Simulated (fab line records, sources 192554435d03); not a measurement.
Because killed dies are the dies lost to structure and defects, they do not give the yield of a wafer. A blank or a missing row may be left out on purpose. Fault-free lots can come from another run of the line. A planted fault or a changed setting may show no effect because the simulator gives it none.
Chamber matching / flow n5Finfet / 4 sister chambers for N5_MIM_TOP_ALD_00 on aldHk-01
The step deposits Al2O3, purge time 3 s, co reactant pulse time 3 s. 14 wafers are shown with their chamber, then 6 later ones without.

EACH WAFER AND ITS CHAMBER
wafer=L898.1 chamber=3 precursorPulseHeightRel=1.007
wafer=L898.4 chamber=1 precursorPulseHeightRel=0.989
wafer=L898.6 chamber=1 precursorPulseHeightRel=1.008
wafer=L899.1 chamber=1 precursorPulseHeightRel=1.024
wafer=L899.2 chamber=3 precursorPulseHeightRel=0.987
wafer=L899.4 chamber=2 precursorPulseHeightRel=1.030
wafer=L901.2 chamber=0 precursorPulseHeightRel=1.006
wafer=L901.3 chamber=1 precursorPulseHeightRel=1.040
wafer=L901.4 chamber=2 precursorPulseHeightRel=0.994
wafer=L905.1 chamber=1 precursorPulseHeightRel=0.986
wafer=L905.6 chamber=2 precursorPulseHeightRel=0.973
wafer=L914.2 chamber=3 precursorPulseHeightRel=1.023
wafer=L914.5 chamber=0 precursorPulseHeightRel=1.006
wafer=L914.6 chamber=3 precursorPulseHeightRel=1.019

SIGNATURES (means of the wafers above)
reading=precursorPulseHeightRel; chamber 0=1.00600; chamber 1=1.00940; chamber 2=0.99900; chamber 3=1.00900; scatter within a chamber=0.0214
Rule: a wafer's distance from a chamber is the root of the sum, over the readings, of the square of ((its reading less the chamber's mean) divided by the reading's scatter). If the next closest chamber is less than 2 further off than the closest, the wafer can't be placed; otherwise it belongs to the closest. How the scatter is found: for the shown wafers, subtract from each reading the mean of its chamber, square and add these, divide the total by (wafers less chambers), then take the root.

WAFERS WHOSE CHAMBER IS MISSING
wafer=L917.1 precursorPulseHeightRel=1.015
wafer=L917.3 precursorPulseHeightRel=0.977
wafer=L917.4 precursorPulseHeightRel=1.009
wafer=L919.1 precursorPulseHeightRel=1.016
wafer=L919.2 precursorPulseHeightRel=1.019
wafer=L919.3 precursorPulseHeightRel=1.039

WHICH CHAMBER EACH ONE RAN IN
wafer=L917.1; from the rows above=can't be placed: 1 or 3 or 0 or 2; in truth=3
wafer=L917.3; from the rows above=can't be placed: 2 or 0 or 3 or 1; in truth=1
wafer=L917.4; from the rows above=can't be placed: 3 or 1 or 0 or 2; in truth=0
wafer=L919.1; from the rows above=can't be placed: 1 or 3 or 0 or 2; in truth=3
wafer=L919.2; from the rows above=can't be placed: 1 or 3 or 0 or 2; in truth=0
wafer=L919.3; from the rows above=can't be placed: 1 or 3 or 0 or 2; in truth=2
Correctly placed: 0 of 6. Not placeable from these rows: 6 (in 6, the candidates include the true chamber). Placed wrongly: 0.
